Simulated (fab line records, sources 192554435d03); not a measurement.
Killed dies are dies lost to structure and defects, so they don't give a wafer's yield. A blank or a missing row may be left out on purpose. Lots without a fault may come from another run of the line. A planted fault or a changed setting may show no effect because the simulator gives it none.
Chamber matching | flow n5_finfet | N5_FIN_SAQP_MANDREL2_REMOVE_60 on rie_si-03: 4 sister chambers
The step chemistry HBr/Cl2/O2, target a-Si, stops on SiNx, bt time 10 s. 16 wafers are shown with their chamber, then 8 later ones without.

WAFERS WITH THEIR CHAMBER
wafer  | chamber | drypump_motor_current_A (A) | oes_product_au (a.u.)
L076.1 | 0       | 5.9                         | 0.970
L076.3 | 3       | 5.3                         | 0.975
L076.6 | 1       | 5.0                         | 0.998
L078.2 | 1       | 5.0                         | 1.006
L078.3 | 3       | 5.3                         | 0.973
L078.5 | 1       | 5.0                         | 0.997
L080.1 | 1       | 5.0                         | 0.997
L080.3 | 2       | 5.5                         | 0.969
L080.5 | 0       | 5.9                         | 0.961
L082.2 | 3       | 5.3                         | 0.981
L082.3 | 2       | 5.6                         | 0.969
L082.4 | 0       | 5.9                         | 0.971
L084.1 | 2       | 5.6                         | 0.972
L084.2 | 0       | 5.9                         | 0.967
L084.3 | 3       | 5.3                         | 0.967
L084.4 | 1       | 5.0                         | 1.006

SIGNATURES (means of the wafers above)
reading                 | chamber 0 | chamber 1 | chamber 2 | chamber 3 | scatter within a chamber
drypump_motor_current_A | 5.900     | 5.000     | 5.567     | 5.300     | 0.0236
oes_product_au          | 0.96725   | 1.00080   | 0.97000   | 0.97400   | 0.00463
Rule: a wafer's distance from a chamber is the root of the sum, over the readings, of the square of ((its reading less the chamber's mean) divided by the reading's scatter). The wafer belongs to the nearest chamber; if the next one is less than 2 further off, it can't be placed. The scatter: the root of (the sum of the squares of (reading less its chamber's mean) over the shown wafers, divided by (wafers less chambers)).

WAFERS WITHOUT THEIR CHAMBER
wafer  | drypump_motor_current_A (A) | oes_product_au (a.u.)
L084.5 | 5.0                         | 0.991
L084.6 | 5.6                         | 0.970
L085.1 | 5.3                         | 0.970
L085.3 | 5.5                         | 0.968
L085.5 | 5.6                         | 0.970
L097.2 | 5.9                         | 0.961
L097.3 | 5.0                         | 0.988
L097.6 | 5.8                         | 0.957

WHICH CHAMBER EACH WENT THROUGH
wafer  | from the rows above | in truth
L084.5 | 1                   | 1
L084.6 | 2                   | 2
L085.1 | 3                   | 3
L085.3 | 2                   | 2
L085.5 | 2                   | 2
L097.2 | 0                   | 0
L097.3 | 1                   | 1
L097.6 | 0                   | 0
Placed correctly: 8 of 8. Can't be placed from these rows: 0. Placed wrongly: 0.
